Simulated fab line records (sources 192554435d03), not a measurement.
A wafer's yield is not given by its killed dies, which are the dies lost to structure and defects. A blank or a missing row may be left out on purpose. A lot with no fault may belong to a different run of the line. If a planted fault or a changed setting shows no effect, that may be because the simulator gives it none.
Chamber matching | flow n5 finfet | rie diel-03 running N5_BEOL_M4_VIA_ETCH_34: 4 sister chambers
The step etches the open film in C4F6/O2, target depth 69.4 nm, time 65.9 s. 4 wafers are shown with their chamber, then 8 later ones without.

== WAFERS, EACH WITH ITS CHAMBER ==
wafer  | chamber | showerhead plenum p Torr (Torr)
L079.6 | 3       | 2.90
L084.3 | 0       | 2.91
L084.4 | 2       | 2.73
L086.1 | 1       | 2.70

== WAFERS WITH NO CHAMBER GIVEN ==
wafer  | showerhead plenum p Torr (Torr)
L086.2 | 2.90
L086.5 | 2.72
L093.3 | 2.90
L093.4 | 2.90
L093.5 | 2.89
L094.4 | 3.04
L094.5 | 2.88
L094.6 | 2.72

== THE CHAMBER EACH PASSED THROUGH ==
wafer  | from the rows above     | in truth
L086.2 | can't be placed: 3 or 0 | 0
L086.5 | can't be placed: 2 or 1 | 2
L093.3 | can't be placed: 3 or 0 | 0
L093.4 | can't be placed: 3 or 0 | 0
L093.5 | can't be placed: 3 or 0 | 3
L094.4 | can't be placed: 0 or 3 | 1
L094.5 | can't be placed: 3 or 0 | 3
L094.6 | can't be placed: 2 or 1 | 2
Correct placement for 0 of the 8. Cannot be placed on the basis of these rows: 8; the candidates contain the true chamber in 7. Placed wrongly: 0.
How it was worked out, from the rows above alone: a wafer's distance from a chamber is the root of the sum, over the readings, of the square of ((its reading less the chamber's mean) divided by the reading's scatter). The wafer belongs to the nearest chamber; if the next one is less than 2 further off, it can't be placed. A chamber's mean is the mean of its shown wafers. The scatter (one wafer shown for each chamber): square how far every hidden wafer sits from the nearest shown wafer, average those squares and take the square root.
